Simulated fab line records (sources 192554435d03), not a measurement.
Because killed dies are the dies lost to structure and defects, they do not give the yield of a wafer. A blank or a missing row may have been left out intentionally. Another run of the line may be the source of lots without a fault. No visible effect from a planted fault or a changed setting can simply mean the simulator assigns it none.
Matching of chambers    flow n5Finfet    4 sister chambers for N5_FIN_CUT_ETCH_30 on rieDiel-06
The step etches underlayer in N2/H2, target depth 13 nm, time 10.4 s. 16 wafers are shown with their chamber, then 8 later ones without.

WAFERS PAIRED WITH THEIR CHAMBERS
wafer   chamber  throttleValvePct (%)  oesProductAu (a.u.)  drypumpMotorCurrentA (A)
L079.4  0        18.10                 0.69                 5.8
L079.5  1        17.33                 0.74                 5.5
L079.6  2        17.75                 0.63                 5.5
L083.2  2        17.72                 0.63                 5.6
L083.3  0        18.09                 0.68                 5.8
L083.6  1        17.33                 0.74                 5.5
L084.1  2        17.75                 0.64                 5.5
L084.4  3        18.13                 0.60                 6.1
L084.5  3        18.13                 0.60                 6.1
L085.2  3        18.12                 0.61                 6.1
L085.3  0        18.11                 0.69                 5.8
L085.4  2        17.73                 0.64                 5.6
L087.1  0        18.11                 0.69                 5.8
L087.2  1        17.36                 0.73                 5.6
L087.6  3        18.13                 0.59                 6.0
L088.2  0        18.11                 0.68                 5.8

SIGNATURES, as means of the wafers listed above
reading               chamber 0  chamber 1  chamber 2  chamber 3  scatter within a chamber
throttleValvePct      18.1040    17.3400    17.7375    18.1275    0.0118
oesProductAu          0.6860     0.7367     0.6350     0.6000     0.00637
drypumpMotorCurrentA  5.800      5.533      5.550      6.075      0.0449
Rule: for each reading, subtract the chamber's mean from the wafer's reading, divide by that reading's scatter and square the result; add these up over the readings and take the root, which gives the wafer's distance from the chamber. If the next closest chamber is less than 2 further off than the closest, the wafer can't be placed; otherwise it belongs to the closest. The scatter is the square root of a quotient: the sum, over the shown wafers, of each reading's squared deviation from its chamber's mean, divided by wafers minus chambers.

WAFERS WITHOUT THEIR CHAMBER
wafer   throttleValvePct (%)  oesProductAu (a.u.)  drypumpMotorCurrentA (A)
L088.5  18.14                 0.59                 6.1
L088.6  17.75                 0.63                 5.5
L091.3  17.37                 0.73                 5.6
L091.4  18.14                 0.60                 6.1
L091.5  18.13                 0.60                 6.1
L097.4  17.39                 0.71                 5.6
L097.5  17.77                 0.62                 5.5
L097.6  18.16                 0.66                 5.8

THE CHAMBER EACH PASSED THROUGH
wafer   from the rows above  in truth
L088.5  3                    3
L088.6  2                    2
L091.3  1                    1
L091.4  3                    3
L091.5  3                    3
L097.4  1                    1
L097.5  2                    2
L097.6  0                    0
Correctly placed: 8 of 8. Left unplaced by these rows: 0. Placed wrongly: 0.
